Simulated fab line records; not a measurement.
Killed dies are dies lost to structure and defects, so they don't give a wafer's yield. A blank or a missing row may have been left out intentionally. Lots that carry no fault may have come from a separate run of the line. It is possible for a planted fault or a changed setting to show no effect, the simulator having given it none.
Chamber matching ; flow n5-finfet ; cmp-02 running N5_BEOL_M6_CMP_52: 4 sister chambers
The step polishes, stops on SiCOH lowk, t overpolish 6.9 s, target thk 80 nm. 24 wafers are shown with their chamber, then 12 later ones without.

EACH WAFER AND ITS CHAMBER
wafer;chamber;motor-current-A (A);barrier-field-endpoint-s (s);time-to-endpoint-s (s)
L076.1;2;4.5;29.0;67
L076.2;0;5.9;29.0;63
L076.4;3;5.4;29.9;69
L080.2;1;5.2;29.2;62
L080.4;3;5.4;31.0;68
L080.5;3;5.6;30.4;67
L082.1;1;5.7;29.2;64
L082.2;0;5.8;28.7;63
L082.6;3;5.5;29.9;69
L083.4;0;6.1;29.1;62
L083.5;0;6.1;29.0;67
L083.6;1;5.3;29.0;63
L086.1;1;5.4;28.9;63
L086.4;2;5.0;29.8;62
L086.6;0;6.3;29.5;66
L084.2;0;6.1;29.0;63
L084.4;2;4.5;30.0;64
L084.6;1;5.5;29.7;63
L087.1;2;4.8;29.9;66
L087.2;3;5.6;31.0;73
L087.3;0;6.2;28.7;63
L088.1;2;4.8;28.6;62
L088.3;0;6.0;29.0;61
L088.4;3;5.7;31.1;68

SIGNATURES (means of the wafers above)
reading;chamber 0;chamber 1;chamber 2;chamber 3;scatter within a chamber
motor-current-A;6.062;5.420;4.720;5.533;0.171
barrier-field-endpoint-s;29.000;29.200;29.460;30.550;0.444
time-to-endpoint-s;63.50;63.00;64.20;69.00;1.91
Rule: a wafer's distance from a chamber is the root of the sum, over the readings, of the square of ((its reading less the chamber's mean) divided by the reading's scatter). If the next closest chamber is less than 2 further off than the closest, the wafer can't be placed; otherwise it belongs to the closest. The scatter: the root of (the sum of the squares of (reading less its chamber's mean) over the shown wafers, divided by (wafers less chambers)).

WAFERS WITHOUT THEIR CHAMBER
wafer;motor-current-A (A);barrier-field-endpoint-s (s);time-to-endpoint-s (s)
L090.1;6.3;29.0;67
L090.2;4.8;28.6;64
L090.3;5.2;28.2;62
L094.2;4.7;28.5;65
L094.3;5.6;29.9;65
L094.6;5.4;29.9;61
L097.2;4.6;29.0;66
L097.3;6.0;28.6;62
L097.5;5.2;30.3;67
L096.3;5.8;29.3;66
L096.4;5.5;30.7;70
L096.6;5.8;30.1;72

THE CHAMBER EACH PASSED THROUGH
wafer;from the rows above;in truth
L090.1;0;0
L090.2;can't be placed: 2 or 1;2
L090.3;can't be placed: 1 or 2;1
L094.2;2;2
L094.3;can't be placed: 1 or 3 or 0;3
L094.6;1;1
L097.2;2;2
L097.3;0;0
L097.5;can't be placed: 3 or 1 or 2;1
L096.3;can't be placed: 0 or 1 or 3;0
L096.4;3;3
L096.6;3;3
Placed correctly: 7 of 12. Cannot be placed on the basis of these rows: 5; the candidates contain the true chamber in 5. Number placed wrongly: 0.
